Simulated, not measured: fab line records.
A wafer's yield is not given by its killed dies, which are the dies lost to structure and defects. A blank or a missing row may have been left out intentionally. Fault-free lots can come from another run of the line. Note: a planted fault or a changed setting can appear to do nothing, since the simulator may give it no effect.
What tool caused it?    flow nand harc    72 wafers from 24 lots sampled at 2 of the route's 1302 steps

== WHAT THE GAUGES SHOWED, per wafer ==
NHARC_P_GATE_CD_MEAS_59 targets a cd of 720 nm. Usual: cd nm reads 720.1 nm (standard deviation 2.2).
lot   measured      on         cd nm (nm)         flag
L074  day 5 17:43   cd sem-01  718.5 718.8 721.1  
L075  day 5 20:37   cd sem-01  719.2 717.8 721.1  
L076  day 6 11:16   cd sem-01  719.1 718.0 716.3  
L077  day 6 21:14   cd sem-02  717.5 718.0 718.8  
L078  day 7 03:26   cd sem-02  719.1 717.3 717.5  
L079  day 7 19:34   cd sem-03  724.8 719.2 720.5  
L080  day 8 14:26   cd sem-03  717.9 719.0 717.0  
L081  day 8 14:29   cd sem-02  721.5 721.5 718.3  
L082  day 8 23:13   cd sem-03  722.2 723.1 721.0  
L083  day 9 16:50   cd sem-03  718.4 719.0 717.7  
L084  day 9 15:22   cd sem-03  718.1 719.2 719.2  
L085  day 10 10:20  cd sem-02  716.9 719.5 717.6  
L086  day 10 16:25  cd sem-02  724.7 718.6 721.6  
L087  day 10 19:37  cd sem-03  722.0 722.2 720.4  
L088  day 11 07:32  cd sem-03  718.3 719.2 722.1  
L089  day 12 04:25  cd sem-01  719.9 718.6 718.3  
L090  day 12 11:08  cd sem-01  715.2 718.5 715.9  
L091  day 12 16:10  cd sem-01  721.5 720.1 719.1  
L092  day 12 21:38  cd sem-02  718.8 718.1 719.5  
L093  day 13 10:51  cd sem-01  721.4 720.0 718.1  
L094  day 13 22:41  cd sem-03  719.6 722.2 717.8  
L095  day 14 02:55  cd sem-03  721.0 724.2 719.7  
L096  day 14 13:17  cd sem-02  723.9 725.2 722.0  
L097  day 15 01:55  cd sem-02  724.5 723.5 725.8  

== EACH LOT AND THE TOOL THAT RAN IT (in order: tool; ch and the chambers of the sampled wafers; start) ==
lot   NHARC_P_ZERO_WELL_DESCUM_39
L074  rie diel-03 ch 0,3, day 2 00:34
L075  rie diel-03 ch 0,3, day 2 10:14
L076  rie diel-09 ch 0,1,2, day 2 20:19
L077  rie diel-03 ch 0,1,3, day 3 06:19
L078  rie diel-10 ch 0,3, day 3 16:16
L079  rie diel-03 ch 0,3, day 4 02:19
L080  rie diel-09 ch 1,2,3, day 4 12:22
L081  rie diel-10 ch 1,2,3, day 4 22:52
L082  rie diel-09 ch 0,2,3, day 5 08:19
L083  rie diel-03 ch 0,3, day 5 18:45
L084  rie diel-10 ch 0,1,2, day 6 04:12
L085  rie diel-10 ch 0,1,2, day 6 14:24
L086  rie diel-03 ch 0,3, day 7 00:10
L087  rie diel-10 ch 2,3, day 7 10:26
L088  rie diel-09 ch 0,3, day 7 20:20
L089  rie diel-09 ch 1,2, day 8 09:08
L090  rie diel-03 ch 1,2, day 8 16:15
L091  rie diel-10 ch 0,1,2, day 9 02:19
L092  rie diel-09 ch 0,3, day 9 12:24
L093  rie diel-03 ch 1,2,3, day 9 22:10
L094  rie diel-09 ch 0,3, day 10 09:28
L095  rie diel-09 ch 0,2,3, day 10 18:17
L096  rie diel-03 ch 2,3, day 11 04:12
L097  rie diel-03 ch 1,3, day 11 14:09
- NHARC_P_ZERO_WELL_DESCUM_39: chemistry O2, time 3 s.

== AS READ BY THE TOOLS THEMSELVES (means over the sampled wafers that have a number; for cases with no such wafer, the mark the record gives instead) ==
NHARC_P_ZERO_WELL_DESCUM_39. Usual: drypump motor current A 5.6 A, standard deviation 0.42; oes product au 0.997 a.u., standard deviation 0.0086; rf vpp V 57.9 V, standard deviation 0.86; showerhead plenum p Torr 1.94 Torr, standard deviation 0.074; throttle valve pct 11.312 %, standard deviation 0.0093.
lot   tool         drypump motor current A (A)  oes product au (a.u.)  rf vpp V (V)  showerhead plenum p Torr (Torr)  throttle valve pct (%)  flag
L074  rie diel-03  5.9                          0.996                  57.8          1.97                             11.317                  
L075  rie diel-03  5.9                          0.993                  58.5          1.91                             11.309                  
L076  rie diel-09  5.5                          0.994                  58.0          1.95                             11.308                  
L077  rie diel-03  5.8                          1.001                  57.9          1.91                             11.318                  
L078  rie diel-10  4.9                          1.001                  58.5          1.95                             11.309                  
L079  rie diel-03  5.9                          1.002                  57.3          1.96                             11.307                  
L080  rie diel-09  5.6                          0.989                  57.3          1.96                             11.313                  
L081  rie diel-10  5.7                          0.986                  58.2          1.98                             11.313                  
L082  rie diel-09  5.3                          0.995                  58.1          1.93                             11.319                  
L083  rie diel-03  5.9                          0.996                  58.2          1.96                             11.315                  
L084  rie diel-10  5.9                          0.998                  58.9          1.99                             11.319                  
L085  rie diel-10  6.0                          0.998                  57.5          1.99                             11.315                  
L086  rie diel-03  5.9                          1.002                  58.0          1.96                             11.309                  
L087  rie diel-10  5.2                          0.983                  57.1          1.98                             11.320                  
L088  rie diel-09  5.5                          1.004                  58.3          1.96                             11.313                  
L089  rie diel-09  5.7                          0.988                  58.1          1.97                             11.316                  
L090  rie diel-03  5.6                          1.005                  57.8          1.90                             11.316                  
L091  rie diel-10  6.0                          1.001                  57.9          1.98                             11.313                  
L092  rie diel-09  5.5                          0.995                  57.7          1.95                             11.313                  
L093  rie diel-03  5.7                          0.988                  57.2          1.96                             11.314                  
L094  rie diel-09  5.3                          1.009                  57.6          1.93                             11.314                  
L095  rie diel-09  5.3                          0.999                  58.0          1.92                             11.318                  
L096  rie diel-03  5.7                          0.997                  58.4          2.01                             11.322                  
L097  rie diel-03  5.8                          0.988                  57.9          1.95                             11.310                  

== THE ANSWER, worked out from the rows above alone ==
Rule: lot off if the mean of its wafers having a number is beyond 3 standard deviations from the usual mean. A lot without any number at a reading at which 4 lots or more have one is off too. The other lots that the step has rows for count as sound. Order of review: gauges by route order, followed by the tools' own readings, for which a lot's mean as printed above is used. At the first step where some lot is off, the reading lying furthest off is the one used; lots without a number count as furthest.
Nothing can be told from this: no lot is off at any reading shown.

== WHAT HAD BEEN PUT IN BY THE SIMULATOR ==
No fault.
